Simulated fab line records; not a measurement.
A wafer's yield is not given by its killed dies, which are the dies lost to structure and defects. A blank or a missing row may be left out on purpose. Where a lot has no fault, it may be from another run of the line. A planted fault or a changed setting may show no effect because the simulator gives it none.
Problem report in the 8D (eight disciplines) form, filled by code :: flow nand harc :: the parts of the form that need people (team, actions taken, sign-off) are left out

## 1. WHAT WENT WRONG
Wafers without a fault read 0.998 a.u., standard deviation 0.0067; oes product au at NHARC_A_WL_FILL_ETCHBACK_17 reads a mean of 0.813 a.u. on 3 wafers belonging to 2 lots. That puts it -28 standard deviations away from the usual mean.
The step: etches the open film in Cl2/BCl3, target depth 4 nm, time 26.7 s.
Seen first at day 17 22:22 on rie metal-03, wafer L730.2. The record holds 39 wafers of 13 lots with a number at this step. By rule, "out" or "out of limits" means more than 4 standard deviations away from the usual mean. All remaining wafers that have a number are taken as sound.

## 2. WHAT IT IS, AND WHAT IT ISN'T
question: which readings at this step
is: oes product au
is not: chamber pressure mTorr, drypump motor current A

question: which lots
is: L730, L732
is not: L721, L724, L734, L735, L736, L738, L739, L740, L742, L743, L744

question: which wafers of those lots
is: L730.2, L730.5, L732.6
is not: L730.1, L732.1, L732.3

question: read on which tools
is: rie metal-03
is not: rie metal-01, rie metal-02

question: when
is: from day 17 22:22
is not: up to then (7 sound wafers); but 29 sound wafers of L732, L734, L735, L736, L738, L739, L740, L742, L743, L744 came after

## 3. WHAT RULES OUT EACH SUSPECT
Counting: a tool at a process step up to the reading stays a suspect if it ran every lot that is out. Sound lots after the first of them don't rule it out here, since some wafers of a struck lot are sound.
- plasma asher-02 at NHARC_A_WL_FILL_STRIP_27 (strips in N2/H2, time 20 s): kept. It ran every lot that is out, first L730 (day 17 14:35).
- rie metal-03 at NHARC_A_WL_FILL_ETCHBACK_17 (etches the open film in Cl2/BCl3, target depth 4 nm, time 26.7 s): kept. Every lot that is out went through it, the first being L730 (day 17 22:22); the last sound lot it ran before that was L724 (day 15 11:50). Its own oes product au readings are out on those wafers.
- At NHARC_A_WL_FILL_ETCHBACK_17 on rie metal-03, chamber 1 took the sound wafers of the same lots and chamber 0 took the wafers that are out.
The count leaves rie metal-03 at NHARC_A_WL_FILL_ETCHBACK_17 and plasma asher-02 at NHARC_A_WL_FILL_STRIP_27.

## 4. THE CAUSE (what the simulator had put in)
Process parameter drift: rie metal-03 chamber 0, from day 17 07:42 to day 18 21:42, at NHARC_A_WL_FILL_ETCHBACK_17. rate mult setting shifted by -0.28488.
Counting leaves 2 suspects; this tool is one of them.

## 5. SEQUENCE OF EFFECTS, ordered by route
Each row: a reading whose mean over the struck wafers that have a number lies more than 3 standard deviations from the usual. Readings are gone through only where the record gives a usual standard deviation; hours: the median, over the lots, of the time from a lot's start at the first step in this table giving one to that lot's start at this step; sigmas: the change measured in usual standard deviations.
hours: 0
step: NHARC_A_WL_FILL_ETCHBACK_17
reading: oes product au
usual: 0.998 a.u.
on struck wafers: 0.813
change: -0.185
sigmas: -28
Here are the process steps it includes:
- NHARC_A_WL_FILL_ETCHBACK_17: etches the open film in Cl2/BCl3, target depth 4 nm, time 26.7 s.

## 6. WHAT WOULD HAVE CAUGHT IT SOONER
In this record the first reading out of limits was taken at day 17 22:22, 15 hours after the fault began at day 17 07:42.
